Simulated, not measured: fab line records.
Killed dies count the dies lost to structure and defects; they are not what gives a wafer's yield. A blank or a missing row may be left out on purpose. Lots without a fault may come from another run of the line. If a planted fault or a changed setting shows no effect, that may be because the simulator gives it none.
Split-lot trial ; flow n5-finfet ; on a route of 1938 steps: 7 lots, 21 wafers read

== ABOUT THE SPLIT ==
At N5_BEOL_M8_PECVD_70 (deposits SiO2 from TEOS/O2, target thk 20 nm, time 22.7 s), the setting temp-c was moved away from the recipe's 400 C on 7 of the 21 wafers read, by -2.8% to +3.9%. This setting was run at the recipe's value on the other wafers.

== FROM THE SPLIT TO THE READING: what the file shows between them, 3 steps ==
- N5_BEOL_M8_HM_DEP_02: deposits TiN, target thk 20 nm
- N5_BEOL_M8_COAT_59: time 60 s, resist thk 100 nm
- N5_BEOL_M8_STRIP_80: strips in N2/H2, time 10 s

== THE READING ==
SiO2_of_BEOL_M8_PECVD_70.thk-nm (the simulator's own value, which no gauge read), in nm, at N5_BEOL_M8_HM_STRIP_39 (strips TiN in peroxide tin strip, target depth 25 nm, time 158 s). There is no usual value for it anywhere in the file. Across the 14 wafers here that went through the recipe, the average is 19.6 nm and the standard deviation 0.34 nm.

wafer;tool, chamber at the split;temp-c as run, C;against the recipe;SiO2_of_BEOL_M8_PECVD_70.thk-nm, nm;against lot-mates on the recipe
L075.1;pecvd-02, 0;400;recipe;19.4;-
L075.3;pecvd-02, 1;415.7;+3.9%;17.6;-1.8
L075.6;pecvd-02, 2;415.7;+3.9%;17.6;-1.8
L078.2;pecvd-02, 0;400;recipe;19.6;-
L078.3;pecvd-02, 1;400;recipe;19.4;-
L078.6;pecvd-02, 0;388.8;-2.8%;21.2;+1.7
L081.4;pecvd-02, 1,0,2;400;recipe;19.8;-
L081.5;pecvd-02, 1,0,2;400;recipe;19.8;-
L081.6;pecvd-02, 1,0,2;400;recipe;19.8;-
L080.3;pecvd-04, 0;400;recipe;19.2;-
L080.5;pecvd-04, 2;400;recipe;20.2;-
L080.6;pecvd-04, 0;400;recipe;19.6;-
L082.2;pecvd-03, 0,2;405.9;+1.5%;19;-1.2
L082.3;pecvd-03, 0,2;405.9;+1.5%;19;-1.2
L082.6;pecvd-03, 1;400;recipe;20.2;-
L084.1;pecvd-02, 0,1;400;recipe;19.2;-
L084.3;pecvd-02, 0,1;400;recipe;19;-
L084.4;pecvd-02, 0;400;recipe;19.6;-
L091.2;pecvd-02, 2;400;recipe;19.6;-
L091.5;pecvd-02, 2;408.9;+2.2%;18.8;-0.8
L091.6;pecvd-02, 0;408.9;+2.2%;18.2;-1.4
The file does not say which wafer passed through which chamber wherever a row lists several chambers: such a row stands for several wafers.

FIT RESULTS
A straight line over all 21 wafers: SiO2_of_BEOL_M8_PECVD_70.thk-nm changes by -0.514 nm for each +1% of temp-c; r = -0.93; the points scatter about the line by 0.31 nm.
The same after taking each lot's own level away (the mean of its wafers on the recipe; 21 wafers): -0.516 nm for each +1%; r = -0.95; scatter 0.28 nm.
Per that fit: largest temp-c move, reading shift of 2 nm.
The span of the lots' own levels, 19.27 to 20.20 nm, comes to 2.8 times the standard deviation stated above.
Consequently the slope shifts little with the lot-to-lot level, the two slopes agreeing.
Check: for one of the wafers moved furthest among these (+3.9%), held out of the fit, the line's prediction against its lot-mates is -2.12 nm. It came out at -1.8 nm against them.

== THE OTHER SPLITS THESE WAFERS WENT THROUGH ==
Other splits were also applied to these wafers ahead of the reading. Each is held against what the fit with the lots' levels taken away leaves over:
other split on the same wafers;wafers away from the commonest value;r with SiO2_of_BEOL_M8_PECVD_70.thk-nm (lot level and that fit taken away)
N5_BEOL_M6_COAT_63 spin-rpm;5;+0.29
N5_BEOL_M6_COAT_22 spin-rpm;10;-0.44
N5_BEOL_M7_EXPOSE_08 dose-mj;6;-0.34
N5_BEOL_M7_ETCH_61 source-w;5;-0.14
N5_BEOL_M7_DEP_56 time-s;9;+0.06

== THE WHOLE CHAIN: every reading that the file lists as answering this split, in the file's order ==
step;what it does;reading;change (the file's fit);r (the file's)
N5_BEOL_M8_PECVD_70;deposits SiO2 from TEOS/O2, target thk 20 nm, time 22.7 s;SiO2_of_BEOL_M8_PECVD_70.thk-nm (the simulator's own value, which no gauge read);-0.55 nm for each +1% of the setting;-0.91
N5_BEOL_M8_HM_STRIP_39;strips TiN in peroxide tin strip, target depth 25 nm, time 158 s;SiO2_of_BEOL_M8_PECVD_70.thk-nm (the simulator's own value, which no gauge read);-0.528 nm for each +1% of the setting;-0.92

== FILE'S OWN FIT ==
SiO2_of_BEOL_M8_PECVD_70.thk-nm changes by -0.528 nm for each +1% of temp-c, r = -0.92.
